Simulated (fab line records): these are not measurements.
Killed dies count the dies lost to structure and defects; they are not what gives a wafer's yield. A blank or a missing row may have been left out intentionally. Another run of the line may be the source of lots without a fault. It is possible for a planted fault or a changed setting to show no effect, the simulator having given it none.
fab line records -- flow n5Finfet
[record] lots = 4, wafers = 12, lastDay = 20
route steps=1938 shown BEOL_M0_SAQP@686 BEOL_M4@1111 PASSIVATION@1936
lots that met no fault: from a run of the same line without faults
startH: the number of hours between the record's first day and the start of the first shown wafer of the lot -- waitH: hours elapsed since this lot's preceding step -- " same as the row above -- L1.1+2: one row covering several wafers at once -- - either no value or no given start -- * or withheld: withheld -- < > ~ a bound
route shown NAME@n: names a module that has steps shown in the file, with the first one's number in the route -- usual: average and standard deviation across the fault-free wafers -- same: alike in all rows -- chamber/n: place in a boat -- sites: the reading at each site -- _std_site: the standard deviation of these -- _edge_site: inner sites' mean taken away from outer sites' mean -- radiusMm: for every site, how far away it sits from the centre of the wafer -- mask NAME#n: copy n -- behind: the tool/chamber that last shaped the wafer -- hold: why the lot went on hold/how many hours it stayed there/how the hold came to an end -- device: whichever transistor did not switch (one of n, p or np) -- end of line: tests of these same wafers at the route's end -- a step given without rows: its recipe and nothing more -- killed: dies lost to structure and defects at the first sort, not the wafer's yield -- map: a wafer's dies, marking killed ones x, the rest . and places with no die _
set.NAME: setting as actually run; set.NAME@STEP: the setting as run at that earlier step -- model.NAME: the simulator's own value behind a step, which no gauge read
a table for each step, a row for each wafer; lots at some steps of the route
services: when a tool's chamber went out of use (startH, in hours from the record's first day, below 0 if earlier), for how many hours, and the reason
[[steps]]
[step N5_BEOL_M0_SAQP_EXPOSE_37]
[recipe] maskId = M0_CUT1, na = 0.33, sourceShape = annular, sigmaInner = 0.35, sigmaOuter = 0.8, polarization = unpolarized, targetCdNm = 30, doseMj = 44.75
[step N5_BEOL_M0_SAQP_PEB_38]
[recipe] pebTempC = 100, pebTimeS = 60, resist = CAR-EUV
[step N5_BEOL_M0_SAQP_DEVELOP_39]
[recipe] developTimeS = 30, developer = TMAH, resist = CAR-EUV, rinseLiquid = surfactantRinse, dry = airSpin, devTempC = 23
[step N5_BEOL_M0_SAQP_DESCUM_45]
[recipe] chemistry = O2, timeS = 7, sourcePowerW = 50, biasPowerW = 20, pressureMtorr = 20, rfFrequencyHz = 2.712e+07, tempC = 40, resist = CAR-EUV, o2FlowSccm = 225
[step N5_BEOL_M0_SAQP_ETCH_88]
[recipe] chemistry = N2/H2, target = underlayer, targetDepthA = 65, timeS = 5.2, ionEnergyEv = 200, maskMaterial = CAR-EUV, pressureMtorr = 30, sourceW = 840, biasW = 150, n2FlowSccm = 200, h2FlowSccm = 200, ends = cleared
[step N5_BEOL_M0_SAQP_ETCH_73]
[recipe] chemistry = CF4, target = SiARC, targetDepthA = 195, maskMaterial = CAR-EUV, timeS = 32.5, ionEnergyEv = 80, pressureMtorr = 40, sourceW = 545, biasW = 36, Ar_flow_sccm = 100, cf4FlowSccm = 100, ends = cleared
[step N5_BEOL_M0_SAQP_CUT_ETCH_46]
[recipe] chemistry = N2/H2, target = SOC, targetDepthA = 1350, overetchA = 270, tempC = 40, timeS = 202.5, ionEnergyEv = 200, maskMaterial = SiARC, pressureMtorr = 30, sourceW = 840, biasW = 150, n2FlowSccm = 200, h2FlowSccm = 200
[step N5_BEOL_M0_SAQP_STRIP_74]
[recipe] chemistry = N2/H2, tempC = 40, n2FlowSccm = 200, h2FlowSccm = 200, rfFrequencyHz = 6e+07
[step N5_BEOL_M0_SAQP_STRIP_89]
[recipe] chemistry = N2/H2, tempC = 40, n2FlowSccm = 200, h2FlowSccm = 200, rfFrequencyHz = 6e+07
[step N5_BEOL_M0_SAQP_ALD_48]
[recipe] material = SiO2, targetThkA = 200, tempC = 100, aldPrecursorFamily = BDEAS, aldCoReactant = O2-plasma, pulseTimeS = 1, coReactantPulseTimeS = 1, purgeTimeS = 2, coReactantPurgeTimeS = 2, aldCycles = 139, pressureTorr = 2
[usual] aldCycles = 139/0, chamberPressureTorr = 2.000/0.0043, coReactantPurgeTimeS = 2/0, heaterPowerW = 79/4.9, precursorPulseHeightRel = 1.001/0.022
lot.wafer,tool,chamber,startH,waitH,aldCycles,chamberPressureTorr,coReactantPurgeTimeS,heaterPowerW,precursorPulseHeightRel
L135.2,aldSin-03,3,144.27,0.0,139,2.006,2,71,1.023
L135.3,aldSin-03,1,144.27,0.0,139,2.002,2,72,1.007
L135.4,aldSin-03,2,144.27,0.0,139,1.999,2,71,0.972
L142.1,aldSin-03,0,185.12,0.0,-,-,-,-,-
L142.2,aldSin-03,2,185.12,0.0,-,-,-,-,-
L142.6,aldSin-03,2,185.12,0.0,-,-,-,-,-
L143.1,aldSin-04,2,192.29,0.0,-,-,-,-,-
L143.3,aldSin-04,1,192.29,0.0,-,-,-,-,-
L143.5,aldSin-04,1,192.29,0.0,-,-,-,-,-
L152.3,aldSin-03,0,244.70,0.0,139,2.003,2,86,0.957
L152.5,aldSin-03,2,244.70,0.0,139,2.002,2,71,1.000
L152.6,aldSin-03,3,244.70,0.0,139,1.997,2,73,0.997
[step N5_BEOL_M0_SAQP_ETCH_49]
[recipe] chemistry = CF4/O2, targetDepthA = 370, target = SiO2, pressureMtorr = 40, sourceW = 535, biasW = 49, Ar_flow_sccm = 100, cf4FlowSccm = 100, O2_flow_sccm = 10, ionEnergyEv = 100
[step N5_BEOL_M4_RC_MEAS_101]
[usual] DIBL_N = 36.6/1.1, DIBL_P = 36.7/1.5, IOFF_N = 0.155/0.019, IOFF_P = 0.208/0.025, ION_N = 673/8.5, ION_P = 462/5.9, SS_N = 71.6/0.58, SS_P = 73.5/0.51, VT_N = 250.7/2.4, VT_P = -251/3
lot.wafer,tool,chamber,startH,waitH,DIBL_N[mV/V],DIBL_P[mV/V],IOFF_N[nA/um],IOFF_P[nA/um],ION_N[uA/um],ION_P[uA/um],SS_N[mV/dec],SS_P[mV/dec],VT_N[mV],VT_P[mV]
L135.2,prober-02,0,266.49,0.2,37.5,38.2,0.196,0.239,695,469,71.9,73.6,247.3,-248
L135.3,prober-02,0,266.49,0.2,37.1,38.3,0.180,0.236,675,462,72.4,74.7,250.0,-249
L135.4,prober-02,0,266.49,0.2,37.5,38.4,0.197,0.236,689,464,72.1,73.0,246.1,-248
L152.3,prober-02,0,372.35,0.3,37.1,38.0,0.176,0.185,674,450,71.6,73.0,249.9,-257
L152.5,prober-02,0,372.35,0.3,33.8,33.8,0.120,0.137,663,445,70.9,72.6,255.7,-262
L152.6,prober-02,0,372.35,0.3,37.8,38.6,0.186,0.206,683,455,71.5,73.8,249.4,-254
[step N5_PASSIVATION_PROBE_49]
[usual] defectLimitedYield = 91.2/1.4, killed_at_M0_to_M3 = 36/11, killed_at_M4_up = 14/5.6, killedAtContacts = 12/5.9, killedAtFrontEnd = 38/13, killedAtOther = 3.5/2.7, killedDies = 104/17, killedOnRim = 14/3.9, killedOpen = 68/12, killedShort = 34/8.2, sort_bin_5_function = 5.1/0.95, sort_bin_6_memory = 3.3/0.7, sortNPass = 1076/17, sortYieldPct = 91.2/1.4
[same] grossDies = 1180, killedAtBackSide = 0, sort_bin_4_leakage[%] = 0, sort_bin_8_speed[%] = 0
lot.wafer,tool,chamber,startH,waitH,defectLimitedYield[%],killed_at_M0_to_M3,killed_at_M4_up,killedAtContacts,killedAtFrontEnd,killedAtOther,killedDies,killedOnRim,killedOpen,killedShort,sort_bin_5_function[%],sort_bin_6_memory[%],sortNPass,sortYieldPct[%]
L135.2,prober-01,-,377.35,0.1,91.4,47,12,12,28,3,102,14,66,35,5.3,2.8,1078,91.4
L135.3,prober-01,-,377.40,0.1,92.3,50,11,11,18,1,91,13,63,25,3.7,3.4,1089,92.3
L135.4,prober-01,-,377.45,0.2,91.4,35,19,19,25,3,101,20,64,35,5.2,3.1,1079,91.4
L143.1,prober-01,-,414.56,0.0,0,1172,2,1,5,0,1180,152,10,6,74.6,2.8,0,0
L143.3,prober-01,-,414.66,0.1,0,1165,0,5,9,1,1180,152,15,7,72.3,2.8,0,0
L143.5,prober-01,-,414.76,0.2,0,1170,5,1,4,0,1180,152,11,4,71.9,2.8,0,0
L142.1,prober-01,-,431.95,0.0,0,1168,3,3,6,0,1180,152,14,3,72.5,3.3,0,0
L142.2,prober-01,-,432.00,0.1,0,1167,1,2,10,0,1180,152,16,2,74.0,2.5,0,0
L142.6,prober-01,-,432.20,0.3,0,1169,2,2,7,0,1180,152,11,5,72.5,3.4,0,0
L152.3,prober-02,-,481.31,0.1,88.1,34,16,7,81,2,140,22,100,37,7.1,4.7,1040,88.1
L152.5,prober-02,-,481.41,0.2,89.8,29,21,12,55,3,120,13,86,30,6.2,3.6,1060,89.8
L152.6,prober-02,-,481.46,0.3,90.6,34,17,11,45,4,111,17,69,40,5.5,3.4,1069,90.6
// killed by level:class
L135.2 BEOL_M0_SAQP:geometricParticle:open=12 MOL_CONTACT_COAG:geometricParticle:open=11 BEOL_M0_SAQP:geometricParticle:short=10 FIN_SAQP:geometricParticle:open=8 GATE_CUT:geometricParticle:short=6 BEOL_M1:geometricParticle:open=6 BEOL_M2:geometricParticle:open=6 FIN_SAQP:geometricParticle:short=4
L135.3 BEOL_M0_SAQP:geometricParticle:open=14 MOL_CONTACT_COAG:geometricParticle:open=10 BEOL_M2:geometricParticle:open=10 BEOL_M0_SAQP:geometricParticle:short=8 BEOL_M1:geometricParticle:open=8 BEOL_M3:geometricParticle:open=4 STARTING-WAFER:geometricParticle:short=4 FIN_SAQP:geometricParticle:open=3
L135.4 MOL_CONTACT_COAG:geometricParticle:open=13 BEOL_M0_SAQP:geometricParticle:short=12 BEOL_M0_SAQP:geometricParticle:open=10 BEOL_M4:geometricParticle:open=9 MOL_CONTACT_COAG:geometricParticle:short=5 BEOL_M2:geometricParticle:open=5 BEOL_M3:geometricParticle:open=5 GATE_CUT:geometricParticle:short=4
L143.1 BEOL_M0_SAQP:lostPattern=1157 BEOL_M0_SAQP:areaAld=7 BEOL_M1:geometricParticle:open=2 BEOL_M3:geometricParticle:short=2 BEOL_M3:geometricParticle:open=2 FIN_SAQP:geometricParticle:open=1 STI_FIN_REVEAL:geometricParticle:open=1 SDB:geometricParticle:short=1
L143.3 BEOL_M0_SAQP:lostPattern=1153 BEOL_M0_SAQP:areaAld=5 STI_FIN_REVEAL:geometricParticle:open=4 MOL_CONTACT_COAG:geometricParticle:open=3 BEOL_M0_SAQP:geometricParticle:short=3 BEOL_M3:geometricParticle:open=3 MOL_CONTACT_COAG:geometricParticle:short=2 STARTING-WAFER:geometricParticle:open=2
L143.5 BEOL_M0_SAQP:lostPattern=1157 BEOL_M0_SAQP:areaAld=8 BEOL_M3:geometricParticle:open=2 BEOL_M4:geometricParticle:open=2 BEOL_M5:geometricParticle:open=2 FIN_SAQP:geometricParticle:open=1 FIN_SAQP:geometricParticle:short=1 STI_FIN_REVEAL:geometricParticle:short=1
L142.1 BEOL_M0_SAQP:lostPattern=1158 BEOL_M0_SAQP:areaAld=5 MOL_CONTACT_COAG:geometricParticle:open=3 GATE_CUT:geometricParticle:open=2 BEOL_M1:geometricParticle:open=2 FIN_SAQP:geometricParticle:short=1 BEOL_M3:geometricParticle:open=1 FIN_CUT:geometricParticle:open=1
L142.2 BEOL_M0_SAQP:lostPattern=1158 STI_FIN_REVEAL:geometricParticle:open=4 BEOL_M0_SAQP:areaAld=4 FIN_SAQP:geometricParticle:open=3 MOL_CONTACT_COAG:geometricParticle:open=2 BEOL_M0_SAQP:geometricParticle:open=2 DUMMY_GATE:geometricParticle:open=1 ILD0:geometricParticle:open=1
L142.6 BEOL_M0_SAQP:lostPattern=1161 BEOL_M0_SAQP:geometricParticle:short=3 BEOL_M0_SAQP:areaAld=3 STI_FIN_REVEAL:geometricParticle:open=2 MOL_CONTACT_COAG:geometricParticle:open=2 BEOL_M0_SAQP:geometricParticle:open=2 STARTING-WAFER:geometricParticle:open=2 FIN_SAQP:geometricParticle:open=1
L152.3 STI_FIN_REVEAL:geometricParticle:open=44 FIN_SAQP:geometricParticle:short=10 BEOL_M2:geometricParticle:open=10 STI_FIN_REVEAL:geometricParticle:short=8 BEOL_M4:geometricParticle:open=8 FIN_SAQP:geometricParticle:open=7 MOL_CONTACT_COAG:geometricParticle:open=7 BEOL_M0_SAQP:geometricParticle:short=5
L152.5 STI_FIN_REVEAL:geometricParticle:open=24 BEOL_M2:geometricParticle:open=12 BEOL_M4:geometricParticle:open=12 MOL_CONTACT_COAG:geometricParticle:open=10 FIN_SAQP:geometricParticle:short=8 BEOL_M0_SAQP:geometricParticle:short=5 FIN_SAQP:geometricParticle:open=4 STI_FIN_REVEAL:geometricParticle:short=4
L152.6 STI_FIN_REVEAL:geometricParticle:open=15 BEOL_M0_SAQP:geometricParticle:open=11 MOL_CONTACT_COAG:geometricParticle:open=7 BEOL_M4:geometricParticle:open=7 STI_FIN_REVEAL:geometricParticle:short=6 FIN_SAQP:geometricParticle:short=5 BEOL_M0_SAQP:geometricParticle:short=5 BEOL_M1:geometricParticle:open=5
// map L142.1 (x killed, . not)
_________________xxxxxxxxxxxx________________
______________xxxxxxxxxxxxxxxxxx_____________
___________xxxxxxxxxxxxxxxxxxxxxxxx__________
__________xxxxxxxxxxxxxxxxxxxxxxxxxx_________
________xxxxxxxxxxxxxxxxxxxxxxxxxxxxxx_______
_______xxxxxxxxxxxxxxxxxxxxxxxxxxxxxxxx______
______xxxxxxxxxxxxxxxxxxxxxxxxxxxxxxxxxx_____
_____xxxxxxxxxxxxxxxxxxxxxxxxxxxxxxxxxxxx____
____xxxxxxxxxxxxxxxxxxxxxxxxxxxxxxxxxxxxxx___
___xxxxxxxxxxxxxxxxxxxxxxxxxxxxxxxxxxxxxxxx__
___xxxxxxxxxxxxxxxxxxxxxxxxxxxxxxxxxxxxxxxx__
__xxxxxxxxxxxxxxxxxxxxxxxxxxxxxxxxxxxxxxxxxx_
__xxxxxxxxxxxxxxxxxxxxxxxxxxxxxxxxxxxxxxxxxx_
_xxxxxxxxxxxxxxxxxxxxxxxxxxxxxxxxxxxxxxxxxxxx
_xxxxxxxxxxxxxxxxxxxxxxxxxxxxxxxxxxxxxxxxxxxx
_xxxxxxxxxxxxxxxxxxxxxxxxxxxxxxxxxxxxxxxxxxxx
_xxxxxxxxxxxxxxxxxxxxxxxxxxxxxxxxxxxxxxxxxxxx
_xxxxxxxxxxxxxxxxxxxxxxxxxxxxxxxxxxxxxxxxxxxx
_xxxxxxxxxxxxxxxxxxxxxxxxxxxxxxxxxxxxxxxxxxxx
_xxxxxxxxxxxxxxxxxxxxxxxxxxxxxxxxxxxxxxxxxxxx
_xxxxxxxxxxxxxxxxxxxxxxxxxxxxxxxxxxxxxxxxxxxx
__xxxxxxxxxxxxxxxxxxxxxxxxxxxxxxxxxxxxxxxxxx_
__xxxxxxxxxxxxxxxxxxxxxxxxxxxxxxxxxxxxxxxxxx_
___xxxxxxxxxxxxxxxxxxxxxxxxxxxxxxxxxxxxxxxx__
___xxxxxxxxxxxxxxxxxxxxxxxxxxxxxxxxxxxxxxxx__
____xxxxxxxxxxxxxxxxxxxxxxxxxxxxxxxxxxxxxx___
_____xxxxxxxxxxxxxxxxxxxxxxxxxxxxxxxxxxxx____
______xxxxxxxxxxxxxxxxxxxxxxxxxxxxxxxxxx_____
_______xxxxxxxxxxxxxxxxxxxxxxxxxxxxxxxx______
________xxxxxxxxxxxxxxxxxxxxxxxxxxxxxx_______
__________xxxxxxxxxxxxxxxxxxxxxxxxxx_________
___________xxxxxxxxxxxxxxxxxxxxxxxx__________
______________xxxxxxxxxxxxxxxxxx_____________
_________________xxxxxxxxxxxx________________
// map L143.1 (x killed, . not)
_________________xxxxxxxxxxxx________________
______________xxxxxxxxxxxxxxxxxx_____________
___________xxxxxxxxxxxxxxxxxxxxxxxx__________
__________xxxxxxxxxxxxxxxxxxxxxxxxxx_________
________xxxxxxxxxxxxxxxxxxxxxxxxxxxxxx_______
_______xxxxxxxxxxxxxxxxxxxxxxxxxxxxxxxx______
______xxxxxxxxxxxxxxxxxxxxxxxxxxxxxxxxxx_____
_____xxxxxxxxxxxxxxxxxxxxxxxxxxxxxxxxxxxx____
____xxxxxxxxxxxxxxxxxxxxxxxxxxxxxxxxxxxxxx___
___xxxxxxxxxxxxxxxxxxxxxxxxxxxxxxxxxxxxxxxx__
___xxxxxxxxxxxxxxxxxxxxxxxxxxxxxxxxxxxxxxxx__
__xxxxxxxxxxxxxxxxxxxxxxxxxxxxxxxxxxxxxxxxxx_
__xxxxxxxxxxxxxxxxxxxxxxxxxxxxxxxxxxxxxxxxxx_
_xxxxxxxxxxxxxxxxxxxxxxxxxxxxxxxxxxxxxxxxxxxx
_xxxxxxxxxxxxxxxxxxxxxxxxxxxxxxxxxxxxxxxxxxxx
_xxxxxxxxxxxxxxxxxxxxxxxxxxxxxxxxxxxxxxxxxxxx
_xxxxxxxxxxxxxxxxxxxxxxxxxxxxxxxxxxxxxxxxxxxx
_xxxxxxxxxxxxxxxxxxxxxxxxxxxxxxxxxxxxxxxxxxxx
_xxxxxxxxxxxxxxxxxxxxxxxxxxxxxxxxxxxxxxxxxxxx
_xxxxxxxxxxxxxxxxxxxxxxxxxxxxxxxxxxxxxxxxxxxx
_xxxxxxxxxxxxxxxxxxxxxxxxxxxxxxxxxxxxxxxxxxxx
__xxxxxxxxxxxxxxxxxxxxxxxxxxxxxxxxxxxxxxxxxx_
__xxxxxxxxxxxxxxxxxxxxxxxxxxxxxxxxxxxxxxxxxx_
___xxxxxxxxxxxxxxxxxxxxxxxxxxxxxxxxxxxxxxxx__
___xxxxxxxxxxxxxxxxxxxxxxxxxxxxxxxxxxxxxxxx__
____xxxxxxxxxxxxxxxxxxxxxxxxxxxxxxxxxxxxxx___
_____xxxxxxxxxxxxxxxxxxxxxxxxxxxxxxxxxxxx____
______xxxxxxxxxxxxxxxxxxxxxxxxxxxxxxxxxx_____
_______xxxxxxxxxxxxxxxxxxxxxxxxxxxxxxxx______
________xxxxxxxxxxxxxxxxxxxxxxxxxxxxxx_______
__________xxxxxxxxxxxxxxxxxxxxxxxxxx_________
___________xxxxxxxxxxxxxxxxxxxxxxxx__________
______________xxxxxxxxxxxxxxxxxx_____________
_________________xxxxxxxxxxxx________________
[[services]]
tool,chamber,startH,hours,kind
aldSin-04,3,176.50,16.5,repair
aldSin-03,1,207.66,5.8,repair
aldSin-03,0,214.54,3.8,repair
[[key]]
[firstSign] step = N5_BEOL_M0_SAQP_ALD_48, reading = toolRecord, direction = missing
[effect] step = N5_PASSIVATION_PROBE_49, reading = killed_at_M0_to_M3, direction = up, sigmas = 99+, usual = 36, struck = 1168
metAt N5_BEOL_M0_SAQP_ALD_48
struckWafers L142.1,L142.2,L142.6,L143.1,L143.3,L143.5
laterRowsLeftOut L142.1,L142.2,L142.6,L143.1,L143.3,L143.5
onsetBetween 144.27 185.12
[fault] kind = skippedStepWhole, tool = aldSin-03,aldSin-04, chamber = -, onsetH = 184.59, steps = N5_BEOL_M0_SAQP_ALD_48, scope = struckLotsOnly
// laterRowsLeftOut: the simulator's readings of these wafers behind a module that went badly wrong aren't trusted and aren't shown, but for the sort
